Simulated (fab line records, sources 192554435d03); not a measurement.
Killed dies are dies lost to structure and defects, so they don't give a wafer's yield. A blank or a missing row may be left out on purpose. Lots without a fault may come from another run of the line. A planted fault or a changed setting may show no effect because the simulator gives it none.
fab line records | flow n5_finfet
record lots=4 wafers=12 last_day=16
route steps=1938 shown BEOL_M4@1099 BEOL_M5@1112 BEOL_M8@1335 PASSIVATION@1936
lots that met no fault: from a run of the same line without faults
start_h: hours from the record's first day to the start of the lot's first wafer shown | wait_h: hours since the lot's step before | " the same as in the row above | L1.1+2: a row that stands for several wafers | - no value, or no start given | * or withheld: withheld | < > ~ a bound
route shown NAME@n: a module of which the file shows steps, and the number in the route of the first | usual: mean/standard deviation of fault-free wafers | same: alike in all rows | chamber/n: place in a boat | sites: the reading at each site | _std_site: their standard deviation | _edge_site: outer sites' mean less inner sites' | radius_mm: how far each site lies from the wafer's centre | mask NAME#n: copy n | behind: the tool/chamber that last shaped the wafer | hold: why the lot was held/for how many hours/how that ended | device: the transistor (n, p or np) that didn't switch | end of line: the same wafers' tests at the end of the route | a step without rows: its recipe alone | killed: dies lost to structure and defects at the first sort, not the wafer's yield | map: a wafer's dies, x killed, . not, _ none there
set.NAME: the setting as run; set.NAME@STEP: as run at that earlier step | model.NAME: the simulator's own value behind a step, which no gauge read
lots at some steps of the route; a table a step, a row a wafer
services: from which hour (start_h, from the record's first day; less than 0 if before it) a tool's chamber was out of use, for how many hours, and why
## steps
# step N5_BEOL_M4_ANNEAL_95
# recipe temp_c=400 time_s=240 ambient=vacuum
# step N5_BEOL_M4_SPUTTER_96
# recipe material=Cu target_thk_a=45 temp_c=-20 chamber_pressure_pa=0.07 power_w=withheld time_s=8.29
# step N5_BEOL_M4_ECD_50
# recipe material=Cu target_thk_a=3000
# step N5_BEOL_M4_ANNEAL_51
# recipe temp_c=225 time_s=90 ambient=N2
# step N5_BEOL_M4_CMP_52
# recipe stop_on=SiOC t_overpolish_s=6.8 down_force_psi=1 platen_rpm=50 clearing_platen_down_force_psi=1.5 clearing_platen_rpm=50 post_cmp_clean=cu_alkaline target_thk_nm=40 clearing_platen_pad_velocity_m_s=0.99484 pad_velocity_m_s=0.99484
# step N5_BEOL_M4_PRE_CLEAN_60
# recipe gas=NH3/H2 time_s=15 temp_c=* rf_power_w=300
# step N5_BEOL_M4_CO_CAP_55
# recipe material=Co target_thk_a=20 temp_c=200 precursor=CCTBA/H2 pressure_torr=30 time_s=102.1
# step N5_BEOL_M4_PRE_CLEAN_56
# recipe gas=NH3 time_s=15 temp_c=withheld rf_power_w=300
# step N5_BEOL_M4_DEP_57
# recipe material=SiCN target_thk_a=80 temp_c=withheld precursor=3MS/NH3 pressure_torr=3 rf_w=202 time_s=14
# step N5_BEOL_M4_RC_MEAS_101
# usual DIBL_N=36.0/1.7 DIBL_P=36.2/2.3 IOFF_N=0.16/0.03 IOFF_P=0.21/0.036 ION_N=679/11 ION_P=465/7.1 SS_N=71.4/0.58 SS_P=73.3/0.75 VT_N=249/3.1 VT_P=-251/3.5
# columns lot.wafer tool chamber start_h wait_h DIBL_N[mV/V] DIBL_P[mV/V] IOFF_N[nA/um] IOFF_P[nA/um] ION_N[uA/um] ION_P[uA/um] SS_N[mV/dec] SS_P[mV/dec] VT_N[mV] VT_P[mV]
L505.1 prober-02 0 206.19 0.0 36.3 35.2 0.15 0.18 668 458 71.0 73.9 249 -252
L505.5 " 0 " " 36.2 35.1 0.15 0.19 675 465 70.8 73.2 250 -251
L505.6 " 0 " " 35.5 34.5 0.13 0.17 673 454 70.7 73.2 253 -253
L506.1 prober-02 0 207.12 0.4 36.4 36.9 0.16 0.22 685 470 72.0 73.4 249 -249
L506.3 " 0 " " 34.6 35.0 0.14 0.20 674 464 71.0 73.2 252 -252
L506.6 " 0 " " 35.5 36.3 0.16 0.22 687 477 71.2 74.2 249 -247
L516.3 prober-02 0 271.38 0.3 39.3 40.3 0.22 0.26 691 474 71.6 75.2 244 -249
L516.4 " 0 " " 38.4 37.8 0.18 0.21 680 464 72.3 73.9 250 -252
L516.6 " 0 " " 37.1 37.3 0.16 0.20 673 459 71.7 73.3 250 -251
L518.2 prober-02 0 280.38 0.2 33.9 34.4 0.11 0.18 665 461 70.8 72.9 252 -251
L518.3 " 0 " " 38.7 39.9 0.19 0.25 700 474 72.0 74.0 248 -247
L518.6 " 0 " " 34.8 34.9 0.13 0.17 672 462 70.9 72.3 253 -253
# step N5_BEOL_M5_ILD_DEP_00
# recipe material=SiCOH_lowk target_thk_a=1406.4 temp_c=300 precursor=DEMS/porogen pressure_torr=5 rf_w=500 time_s=25.9
# step N5_BEOL_M5_CURE_79
# recipe temp_c=385 time_s=240 ambient=He/Ar material=SiCOH_lowk
# step N5_BEOL_M5_PECVD_70
# recipe material=SiO2 target_thk_a=160 temp_c=400 precursor=TEOS/O2 pressure_torr=5.5 rf_w=450 teos_flow_sccm=53.8 gas=O2 flow_sccm=3000 time_s=18
# step N5_BEOL_M5_HM_DEP_02
# recipe material=TiN target_thk_a=200 temp_c=25 chamber_pressure_pa=0.49996
# step N5_BEOL_M5_COAT_59
# recipe resist=SOC temp_c=250 time_s=60 spin_rpm=1500 resist_thk_nm=60
# step N5_BEOL_M5_COAT_60
# recipe resist=SiARC temp_c=220 time_s=60 spin_rpm=1500 resist_thk_nm=12
# step N5_BEOL_M5_COAT_71
# recipe resist=underlayer temp_c=205 time_s=60 spin_rpm=1500 resist_thk_nm=5
# step N5_BEOL_M5_COAT_05
# recipe resist=CAR-EUV spin_rpm=1500 resist_thk_nm=30
# step N5_BEOL_M5_EBR_07
# recipe solvent=PGMEA ebr_width_mm=1.5
# step N5_BEOL_M5_SOFTBAKE_06
# recipe temp_c=110 time_s=60 resist=CAR-EUV
# step N5_BEOL_M5_EXPOSE_08
# recipe mask_id=M5 na=0.33 source_shape=annular sigma_inner=0.4 sigma_outer=0.8 polarization=unpolarized target_cd_nm=28 dose_mj=35.75
# step N5_BEOL_M5_PEB_09
# recipe peb_temp_c=100 peb_time_s=60 resist=CAR-EUV
# step N5_BEOL_M5_DEVELOP_10
# recipe develop_time_s=30 developer=TMAH resist=CAR-EUV rinse_liquid=surfactant_rinse dry=air_spin dev_temp_c=23
# step N5_BEOL_M5_DESCUM_16
# recipe chemistry=O2 time_s=7 source_power_w=50 bias_power_w=20 pressure_mtorr=20 rf_frequency_hz=2.712e+07 temp_c=40 resist=CAR-EUV o2_flow_sccm=225
# step N5_BEOL_M5_ETCH_72
# recipe chemistry=N2/H2 target=underlayer target_depth_a=65 mask_material=CAR-EUV time_s=5.2 ion_energy_ev=200 pressure_mtorr=30 source_w=840 bias_w=150 n2_flow_sccm=200 h2_flow_sccm=200 ends=cleared
# step N5_BEOL_M5_ETCH_61
# recipe chemistry=CF4 target=SiARC target_depth_a=156 mask_material=CAR-EUV time_s=26 ion_energy_ev=80 pressure_mtorr=40 source_w=545 bias_w=36 Ar_flow_sccm=100 cf4_flow_sccm=100 ends=cleared
# step N5_BEOL_M5_ETCH_62
# recipe chemistry=N2/H2 target=SOC target_depth_a=750 overetch_a=150 mask_material=SiARC temp_c=40 time_s=112.5 ion_energy_ev=200 pressure_mtorr=30 source_w=840 bias_w=150 n2_flow_sccm=200 h2_flow_sccm=200
# step N5_BEOL_M5_STRIP_63
# recipe chemistry=N2/H2 temp_c=40 n2_flow_sccm=200 h2_flow_sccm=200 rf_frequency_hz=6e+07
# step N5_BEOL_M5_STRIP_73
# recipe chemistry=N2/H2 temp_c=40 n2_flow_sccm=200 h2_flow_sccm=200 rf_frequency_hz=6e+07
# step N5_BEOL_M5_STRIP_64
# recipe chemistry=CF4 resist=SiARC power_w=300 bias_power_w=75 pressure_mtorr=50 cf4_flow_sccm=150 rf_frequency_hz=6e+07
# step N5_BEOL_M5_HM_OPEN_17
# recipe chemistry=Cl2/BCl3 target_depth_a=200 overetch_a=60 target=TiN mask_material=SOC ion_energy_ev=150 pressure_mtorr=10 icp_w=1000 bias_w=126 Cl2_flow_sccm=53.25 bcl3_flow_sccm=21.75 Ar_flow_sccm=25
# step N5_BEOL_M5_STRIP_19
# recipe chemistry=O2 power_w=400 temp_c=40 pressure_mtorr=30 rf_frequency_hz=6e+07 bias_power_w=0 overash_fraction=0.2 o2_flow_sccm=225
# step N5_BEOL_M5_COAT_65
# recipe resist=SOC temp_c=250 time_s=60 spin_rpm=1500 resist_thk_nm=60
# step N5_BEOL_M5_COAT_66
# recipe resist=SiARC temp_c=220 time_s=60 spin_rpm=1500 resist_thk_nm=12
# step N5_BEOL_M8_PECVD_70
# recipe material=SiO2 target_thk_a=200 temp_c=400 precursor=TEOS/O2 pressure_torr=5.5 rf_w=450 teos_flow_sccm=53.8 gas=O2 flow_sccm=3000 time_s=22.7
# usual chamber_pressure_Torr=5.499/0.011 heater_power_outer_w=400/50 heater_power_w=685/70 showerhead_plenum_p_Torr=8.81/0.049 throttle_valve_pct=22.0/1.3
# columns lot.wafer tool chamber start_h wait_h chamber_pressure_Torr heater_power_outer_w heater_power_w showerhead_plenum_p_Torr since_wet_clean_h throttle_valve_pct
L506.1 pecvd-04 2 240.13 0.0 - - - - - -
L506.3 " 1 " " - - - - - -
L506.6 " 0 " " - - - - - -
L505.1 pecvd-02 0 240.17 0.0 - - - - - -
L505.5 " 1 " " - - - - - -
L505.6 " 0 " " - - - - - -
L516.3 pecvd-03 0 308.37 0.0 5.496 362 667 8.82 1375 22.9
L516.4 " 1 " " 5.495 453 728 8.89 - 22.6
L516.6 " 2 " " 5.506 441 770 8.75 - 21.7
L518.2 pecvd-02 1 310.47 0.0 5.487 343 635 8.83 1739 23.3
L518.3 " 0 " " 5.499 380 639 8.73 1014 22.1
L518.6 " 2 " " 5.494 394 647 8.74 - 20.0
# step N5_PASSIVATION_PROBE_49
# usual defect_limited_yield=91.3/1.5 killed_at_M0_to_M3=31/11 killed_at_M4_up=14/5.1 killed_at_contacts=12/5.6 killed_at_front_end=42/12 killed_at_other=3.8/2.9 killed_dies=103/18 killed_on_rim=14/4.5 killed_open=67/14 killed_short=33/8 sort_bin_5_function=5.1/1 sort_bin_6_memory=3.2/0.75 sort_n_pass=1077/18 sort_yield_pct=91.3/1.5
# same gross_dies=1180 killed_at_back_side=0 sort_bin_4_leakage[%]=0 sort_bin_8_speed[%]=0
# columns lot.wafer tool chamber start_h wait_h defect_limited_yield[%] killed_at_M0_to_M3 killed_at_M4_up killed_at_contacts killed_at_front_end killed_at_other killed_dies killed_on_rim killed_open killed_short sort_bin_5_function[%] sort_bin_6_memory[%] sort_n_pass sort_yield_pct[%]
L505.1 prober-02 - 315.82 0.0 64.2 17 359 19 26 1 422 118 57 24 32.6 2.8 758 64.2
L505.5 prober-02 - 316.02 0.2 65.0 23 321 15 52 2 413 118 71 25 32.1 2.5 767 65.0
L505.6 prober-02 - 316.07 0.3 65.8 31 310 13 48 1 403 120 68 27 30.9 2.6 777 65.8
L506.1 prober-01 - 331.47 0.0 62.2 41 337 9 56 3 446 112 102 34 33.1 4.3 734 62.2
L506.3 prober-01 - 331.57 0.1 62.5 26 342 7 66 2 443 81 84 30 33.9 3.6 737 62.5
L506.6 prober-01 - 331.72 0.3 66.4 27 321 13 34 2 397 13 70 19 31.4 2.1 783 66.4
L516.3 prober-02 - 384.32 0.1 90.4 51 6 7 45 4 113 13 73 30 5.4 3.1 1067 90.4
L516.4 prober-02 - 384.37 0.2 91.9 27 18 6 38 7 96 12 58 35 4.3 3.6 1084 91.9
L516.6 prober-02 - 384.47 0.3 89.9 54 16 9 36 4 119 17 73 41 5.9 3.7 1061 89.9
L518.2 prober-01 - 384.81 0.1 92.6 47 8 13 15 4 87 11 62 22 4.3 3.0 1093 92.6
L518.3 prober-01 - 384.86 0.1 90.6 46 14 9 39 3 111 23 65 37 5.4 3.1 1069 90.6
L518.6 prober-01 - 385.01 0.3 93.4 17 13 10 37 1 78 9 47 28 4.2 1.8 1102 93.4
# killed by level:class
L505.1 BEOL_M8:area_pecvd=336 BEOL_M4:geometric_particle:open=17 MOL_CONTACT_COAG:geometric_particle:open=15 BEOL_M1:geometric_particle:open=7 STI_FIN_REVEAL:geometric_particle:open=6 MOL_CONTACT_COAG:geometric_particle:short=4 BEOL_M0_SAQP:geometric_particle:short=4 FIN_SAQP:geometric_particle:short=3
L505.5 BEOL_M8:area_pecvd=317 FIN_SAQP:geometric_particle:open=20 MOL_CONTACT_COAG:geometric_particle:open=13 STI_FIN_REVEAL:geometric_particle:open=9 BEOL_M1:geometric_particle:open=8 FIN_SAQP:geometric_particle:short=4 BEOL_M0_SAQP:geometric_particle:open=4 STARTING-WAFER:geometric_particle:open=4
L505.6 BEOL_M8:area_pecvd=304 STI_FIN_REVEAL:geometric_particle:open=15 BEOL_M0_SAQP:geometric_particle:open=12 MOL_CONTACT_COAG:geometric_particle:open=10 STI_FIN_REVEAL:geometric_particle:short=7 BEOL_M0_SAQP:geometric_particle:short=7 BEOL_M3:geometric_particle:open=7 FIN_SAQP:geometric_particle:short=4
L506.1 BEOL_M8:area_pecvd=307 STI_FIN_REVEAL:geometric_particle:open=22 BEOL_M4:geometric_particle:open=19 BEOL_M0_SAQP:geometric_particle:open=10 MOL_CONTACT_COAG:geometric_particle:open=9 BEOL_M3:geometric_particle:open=9 BEOL_M2:geometric_particle:open=7 GATE_CUT:geometric_particle:short=6
L506.3 BEOL_M8:area_pecvd=327 STI_FIN_REVEAL:geometric_particle:open=30 BEOL_M1:geometric_particle:open=10 GATE_CUT:geometric_particle:short=9 BEOL_M4:geometric_particle:open=8 STI_FIN_REVEAL:geometric_particle:short=5 BEOL_M2:geometric_particle:open=5 MOL_CONTACT_COAG:geometric_particle:open=5
L506.6 BEOL_M8:area_pecvd=308 STI_FIN_REVEAL:geometric_particle:open=14 MOL_CONTACT_COAG:geometric_particle:open=12 BEOL_M0_SAQP:geometric_particle:open=9 BEOL_M1:geometric_particle:open=7 BEOL_M4:geometric_particle:open=5 BEOL_M3:geometric_particle:open=5 BEOL_M8:geometric_particle:open=4
L516.3 FIN_SAQP:geometric_particle:open=13 BEOL_M3:geometric_particle:open=13 BEOL_M0_SAQP:geometric_particle:short=12 BEOL_M0_SAQP:geometric_particle:open=10 BEOL_M1:geometric_particle:open=8 MOL_CONTACT_COAG:geometric_particle:open=6 HKMG_FIN:area_etch=6 BEOL_M5:geometric_particle:open=5
L516.4 BEOL_M0_SAQP:geometric_particle:short=11 GATE_CUT:geometric_particle:short=8 STI_FIN_REVEAL:geometric_particle:open=7 BEOL_M0_SAQP:geometric_particle:open=7 BEOL_M5:geometric_particle:open=7 FIN_SAQP:geometric_particle:open=5 MOL_CONTACT_COAG:geometric_particle:open=5 PASS1_CAP:geometric_particle:open=5
L516.6 BEOL_M0_SAQP:geometric_particle:short=17 BEOL_M0_SAQP:geometric_particle:open=14 BEOL_M1:geometric_particle:open=8 STI_FIN_REVEAL:geometric_particle:open=8 MOL_CONTACT_COAG:geometric_particle:open=7 DUMMY_GATE:geometric_particle:open=5 FIN_SAQP:geometric_particle:open=4 BEOL_M1:geometric_particle:short=4
L518.2 BEOL_M2:geometric_particle:open=14 MOL_CONTACT_COAG:geometric_particle:open=13 BEOL_M1:geometric_particle:open=11 BEOL_M0_SAQP:geometric_particle:short=9 BEOL_M3:geometric_particle:open=8 PAD_METAL:geometric_particle:open=4 GATE_CUT:geometric_particle:short=3 BEOL_M0_SAQP:geometric_particle:open=3
L518.3 BEOL_M1:geometric_particle:open=14 DUMMY_GATE:geometric_particle:open=9 BEOL_M0_SAQP:geometric_particle:short=8 HKMG_FIN:area_etch=8 BEOL_M1:geometric_particle:short=7 MOL_CONTACT_COAG:geometric_particle:open=6 BEOL_M5:geometric_particle:open=6 BEOL_M3:geometric_particle:open=5
L518.6 GATE_CUT:geometric_particle:short=7 MOL_CONTACT_COAG:geometric_particle:open=7 GATE_CUT:geometric_particle:open=6 BEOL_M1:geometric_particle:open=4 BEOL_M4:geometric_particle:open=4 BEOL_M5:geometric_particle:open=4 STARTING-WAFER:geometric_particle:open=4 STI_FIN_REVEAL:geometric_particle:short=3
# map L505.1 (x killed, . not)
_________________xxxxxxxxxxx.________________
______________xx.xxxxxx.x.xxxxxx_____________
___________x.xxx..xxxxxxxxxxxx.x.xx__________
__________xx.x.x.x..xx....x.....xxxx_________
________xxx.x.x..x...x....x..xxxx...xx_______
_______xxxx..x.x..x............x.x.x.xx______
______x.xx..xx.....x..x.......xxxx.x.x.._____
_____x.xx........x..............x..x.xxxx____
____xxxxx..xx...............x........x.xxx___
___xxxx.xx..x....x........x..x..x......xxxx__
___x.x.x.............x.......x...x...xxxx.x__
__xxx.xx.x..............xx........x.x..x..xx_
__xxx.........x..x.....x............x...x.xx_
_xxxx.x...x....x.....x.....x.......x....xx..x
_.xxxxx..x..........x.........x........xxxxx.
_xx..xx.x.....x..................x.....xx.xxx
_xxxx.xx.x..xx......x...........x....xxxx.xxx
_....xx.xx.................x..xx..x..x..xxx.x
_xxx........x.....x...........x...x....x....x
_xx..x.........x........x..x.............x.xx
_...x...................................xxx.x
__.xx.x.......x.x.......................xxxx_
__x.xxxxxx...x......x..........x.......xx..._
___x..x.xx.x.........x..........x.x.xxxxx.x__
___x.x...x.............x..x....x.....x..xxx__
____x..xx.xx.........x.................xxx___
_____x..xx.x..........xx.......xxx...x..x____
______xxxxxx.......x......x.x.....xxxx.._____
_______xxxx..xx.......x......xxx.xxx.xx______
________xx.xxx...x.........x.x.xxxxxxx_______
__________xx.x.x.x.xxx.x....xxxx.xxx_________
___________x.xx.xxx.xxxx..x..xxx..x__________
______________.xxxxxxxxx..xxxx.._____________
_________________xxxx.xxxxxxx________________
# map L506.1 (x killed, . not)
_________________xxxxxxxxx.xx________________
______________xx.x..xx..xxxxxxxx_____________
___________xxx..x.xx..xx.x.x.xxxxxx__________
__________...x.x..x..xxxxxxx.xxxx..x_________
________xx.x....x.xx....xxx.xxx.....xx_______
_______xx..x.x.......x.xx.x.xxxxxxxxxxx______
______x..x....x.......x.x...xxx.xxxxxxxx_____
_____.x...x.....x.....x..x....xxx.x...xxx____
____x..x........xx.....x...xx....x.x.xx..x___
___xx...x...x..xxxx....x......x...x..xxxxxx__
___....x...x.....x............xx...x..xxxxx__
__xx..x...............x.........x..xx..xxxxx_
__x..............x...............x....x..xxx_
_.x.xx..............x........x.xx...x..x.xxxx
_.....x..........xx.......xx..xx.....x...xxxx
_x..................................xxx.xx.xx
_.....x........x.........x..xx..x...x.xx.xxxx
_xx.....x.x....x....xx...x....x..x...xx..xxxx
_x..x......xx.......x....x.....x......xxxxxxx
_x....x.x.....x......x..........x..x..xxx.xxx
_xx.x...................x.....x......xxx.xxxx
__xx.x.x..x....................x.x.x..xxxxxx_
__xx..............x........x......x.xx.xxxxx_
___xx........x......x..xx.x....xx.xx.x..xxx__
___xx.x........xx.....x....x.xxx..xx.xxxxxx__
____.xx......xx..x....x.x..xxx.x....xxxxxx___
_____.x.............x.....x...x..xx.xxxx.____
______........x..x.....x.........xx.x.xx_____
_______..xxx...x.....xx..x.x...xxxxxxxx______
________x.....xxxxx.....x..xx.xx.xx.xx_______
__________.xx....x.x...xx...xxxx.xxx_________
___________xxx.xxxx.....xxx.xxxx.x.__________
______________....xxx..xxxx.xxxx_____________
_________________.xx..xxx.x..________________
## services
# columns tool chamber start_h hours kind
pecvd-02 0 226.37 5.5 scheduled_down
pecvd-02 0 233.12 2.1 scheduled_down
pecvd-04 1 287.77 1.9 repair
pecvd-04 2 296.36 2.1 scheduled_down
## key
first_sign step=N5_BEOL_M8_PECVD_70 reading=tool_record direction=missing
effect step=N5_PASSIVATION_PROBE_49 reading=killed_at_M4_up direction=up sigmas=62 usual=14 struck=332
more_kills_born_at N5_BEOL_M8_PECVD_70@pecvd-02=957 N5_BEOL_M8_PECVD_70@pecvd-04=942
met_at N5_BEOL_M8_PECVD_70
struck_wafers L505.1,L505.5,L505.6,L506.1,L506.3,L506.6
fault kind=skipped_step_whole tool=pecvd-02,pecvd-04 chamber=- onset_h=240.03 steps=N5_BEOL_M8_PECVD_70 scope=struck_lots_only
